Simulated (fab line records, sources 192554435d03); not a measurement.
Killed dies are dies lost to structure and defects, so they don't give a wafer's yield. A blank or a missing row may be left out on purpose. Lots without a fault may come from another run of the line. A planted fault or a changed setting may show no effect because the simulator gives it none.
Which tool did it? | flow n5_finfet | 9 lots, 25 wafers sampled, at 4 steps of a route of 1938

WHAT THE GAUGES READ, wafer by wafer
N5_SD_ACTIVATION_RS_MEAS_03: measures by four-point-probe.
lot  | measured    | on            | RS_SD_P (ohm/sq)
L603 | day 5 04:28 | film_metro-02 | 56.3 55.7 55.8
L607 | day 6 04:23 | film_metro-02 | 56.0 50.9 55.4
L608 | day 6 10:52 | film_metro-02 | 51.0 56.9
L609 | day 6 16:16 | film_metro-01 | 55.8 50.4
L614 | day 7 21:35 | film_metro-02 | 56.2 55.9 56.6
L615 | day 8 04:35 | film_metro-02 | 55.0 55.8 55.7
L616 | day 8 16:04 | film_metro-02 | 55.5 55.1 55.4
L617 | day 8 22:10 | film_metro-01 | 56.3 55.7 57.0
L618 | day 9 10:17 | film_metro-02 | 55.4 55.5 55.1

WHICH TOOL RAN EACH LOT (tool, then ch and the chambers of the sampled wafers, then the start)
lot  | N5_DUMMY_GATE_ETCH_44           | N5_SD_EPI_N_DESCUM_14             | N5_SD_EPI_P_EPI_21
L603 | rie_si-03 ch 1,2, day 4 16:58   | rie_diel-01 ch 0,1,2, day 4 19:03 | epi_rpcvd-01 ch 0, day 5 01:58
L607 | rie_si-06 ch 0,1,3, day 5 16:21 | rie_diel-04 ch 0,1,2, day 5 18:00 | epi_rpcvd-01 ch 0, day 6 01:08
L608 | rie_si-06 ch 0,3, day 5 23:23   | rie_diel-05 ch 0,3, day 6 00:59   | epi_rpcvd-01 ch 0, day 6 08:16
L609 | rie_si-03 ch 2,3, day 6 05:11   | rie_diel-04 ch 0,2, day 6 06:47   | epi_rpcvd-01 ch 0, day 6 12:45
L614 | rie_si-01 ch 0,3, day 7 10:39   | rie_diel-05 ch 0,1, day 7 12:11   | epi_rpcvd-02 ch 0, day 7 18:47
L615 | rie_si-01 ch 2,3, day 7 18:27   | rie_diel-04 ch 1,2,3, day 7 19:49 | epi_rpcvd-04 ch 0, day 8 02:28
L616 | rie_si-01 ch 0,1,2, day 8 04:26 | rie_diel-05 ch 0,2,3, day 8 05:56 | epi_rpcvd-02 ch 0, day 8 13:11
L617 | rie_si-03 ch 0,2,3, day 8 08:26 | rie_diel-05 ch 0,2,3, day 8 11:17 | epi_rpcvd-01 ch 0, day 8 20:22
L618 | rie_si-03 ch 0,2,3, day 8 14:55 | rie_diel-01 ch 0,1,2, day 8 16:36 | epi_rpcvd-01 ch 0, day 9 07:49
- N5_DUMMY_GATE_ETCH_44: etches poly-Si in HBr/O2, stops on SiO2, target depth 127.5 nm.
- N5_SD_EPI_N_DESCUM_14: chemistry O2, time 7.9 s.
- N5_SD_EPI_P_EPI_21: deposits SiGe:B, time 355 s.

THE ANSWER, worked out from the rows above alone
Rule: what is usual is taken from the lots themselves. Put in order of their means at a reading, lots are off if they are a third of the lots or fewer, leave a main group of 4 or more, and stand apart from it by a gap of 3 or more times the standard deviation of the main group's means; of several such gaps the widest counts. A main group whose means are all the same, to the digits that the tables above print for the reading, isn't used. A lot without any number at a reading at which 4 lots or more have one is off too. The other lots that the step has rows for count as sound.
Off: L607, L608, L609, at N5_SD_ACTIVATION_RS_MEAS_03 (RS_SD_P). The main group: mean 55.8 ohm/sq, standard deviation 0.41.
A tool fits if, at a process step before that reading, it ran every lot that is off, and no sound lot after the first of them. The gauges at N5_SD_ACTIVATION_RS_MEAS_03 are tried like those tools. None of those tried fits.

WHAT THE SIMULATOR HAD PUT IN
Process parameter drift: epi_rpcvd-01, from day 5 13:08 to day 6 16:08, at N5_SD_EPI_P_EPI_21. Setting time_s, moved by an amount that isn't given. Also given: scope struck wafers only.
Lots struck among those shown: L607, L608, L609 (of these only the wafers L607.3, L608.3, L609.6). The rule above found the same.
